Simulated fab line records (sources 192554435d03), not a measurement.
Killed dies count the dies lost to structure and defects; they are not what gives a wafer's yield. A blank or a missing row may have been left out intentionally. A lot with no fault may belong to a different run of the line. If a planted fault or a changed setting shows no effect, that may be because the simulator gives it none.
The tool behind it: which one?    flow n5-finfet    57 wafers sampled from 19 lots at 1 step of a route of 1938

WHAT EACH GAUGE READ, for each wafer
N5_MOL_CONTACT_COAG_INSPECT_10: inspects for defects (brightfield).
lot   measured      on                 raw-defect-count
L074  day 4 16:36   defect-inspect-02  110 98 73
L075  day 4 23:59   defect-inspect-01  103 143 100
L076  day 5 10:01   defect-inspect-02  52 99 68
L077  day 5 14:07   defect-inspect-02  112 180 141
L078  day 5 19:28   defect-inspect-02  38 81 57
L079  day 6 06:40   defect-inspect-01  69 102 54
L081  day 6 08:14   defect-inspect-01  63 76 87
L082  day 6 18:22   defect-inspect-01  61 66 52
L084  day 7 10:59   defect-inspect-01  106 87 75
L085  day 7 11:02   defect-inspect-01  53 45 41
L086  day 7 19:38   defect-inspect-02  94 79 61
L087  day 8 02:32   defect-inspect-01  54 53 52
L088  day 8 07:44   defect-inspect-01  69 79 49
L089  day 8 09:12   defect-inspect-01  44 47 49
L090  day 8 18:34   defect-inspect-01  60 98 78
L093  day 9 09:58   defect-inspect-02  44 61 58
L094  day 9 19:35   defect-inspect-01  57 54 75
L096  day 10 06:11  defect-inspect-02  60 77 33
L097  day 10 07:07  defect-inspect-01  35 38 47

WHAT TOOL EACH LOT RAN ON (gives the tool, then ch and the chambers of the sampled wafers, and finally the start)
Before these readings, the record contains no process step.

AS READ BY THE TOOLS THEMSELVES (means over the sampled wafers that have a number; for cases with no such wafer, the mark the record gives instead)
The record holds no such reading with a usual standard deviation.

THE ANSWER, worked out from the rows above alone
Rule: the lots themselves supply what counts as usual. Put in order of their means at a reading, lots are off if they are a third of the lots or fewer, leave a main group of 4 or more, and stand apart from it by a gap of 3 or more times the standard deviation of the main group's means; of several such gaps the widest counts. A main group whose means are all the same, to the digits that the tables above print for the reading, isn't used. Also off: a lot with no number at a reading for which 4 or more lots have one. The other lots that the step has rows for count as sound. After the gauges, taken in route order, come the tools' own readings; for these a lot's mean is taken, as printed above. At the first step where some lot is off, the reading lying furthest off is the one used; lots without a number count as furthest.
No lot is off at any reading shown: from this, nothing can be told.

WHAT WAS PUT IN BY THE SIMULATOR
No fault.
